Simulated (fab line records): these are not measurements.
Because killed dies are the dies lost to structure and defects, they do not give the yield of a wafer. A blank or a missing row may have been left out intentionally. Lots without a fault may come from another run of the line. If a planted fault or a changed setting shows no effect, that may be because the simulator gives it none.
Matching of chambers	flow nand harc	NHARC_A_STAIRCASE_CMP_450 on cmp-04 has 4 sister chambers
The step polishes SiO2, target thk 200 nm. 8 wafers are shown with their chamber, then 10 later ones without.

WAFERS, EACH WITH ITS CHAMBER
wafer	chamber	motor current A (A)	slurry filter dp kPa (kPa)
L086.4	2	13.1	13.39
L087.4	3	11.0	13.62
L087.5	1	13.3	13.58
L088.2	0	11.9	13.17
L088.4	3	10.0	13.42
L088.5	1	14.6	13.42
L090.1	2	14.1	13.61
L090.2	0	12.5	13.61

WAFERS MISSING THEIR CHAMBER
wafer	motor current A (A)	slurry filter dp kPa (kPa)
L090.6	13.6	13.34
L089.2	11.7	13.75
L089.4	10.9	13.40
L089.6	13.7	13.42
L092.3	13.5	13.30
L092.4	11.3	13.43
L092.5	10.7	13.53
L093.3	12.0	13.71
L093.4	13.9	13.47
L093.5	13.3	13.66

CHAMBER TAKEN BY EACH
wafer	from the rows above	in truth
L090.6	can't be placed: 2 or 1 or 0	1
L089.2	can't be placed: 0 or 3 or 2 or 1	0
L089.4	can't be placed: 3 or 0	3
L089.6	can't be placed: 2 or 1 or 0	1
L092.3	can't be placed: 2 or 1 or 0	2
L092.4	can't be placed: 3 or 0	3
L092.5	can't be placed: 3 or 0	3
L093.3	can't be placed: 0 or 3 or 2 or 1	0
L093.4	can't be placed: 1 or 2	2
L093.5	can't be placed: 2 or 1 or 0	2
Correct placement for 0 of the 10. Not placeable from these rows: 10 (in 10, the candidates include the true chamber). 0 placed wrongly.
How it was worked out, from the rows above alone: a wafer's distance from a chamber is the root of the sum, over the readings, of the square of ((its reading less the chamber's mean) divided by the reading's scatter). If the next closest chamber is less than 2 further off than the closest, the wafer can't be placed; otherwise it belongs to the closest. Each chamber's mean is taken over the wafers shown for it. The scatter is the square root of a quotient: the sum, over the shown wafers, of each reading's squared deviation from its chamber's mean, divided by wafers minus chambers.
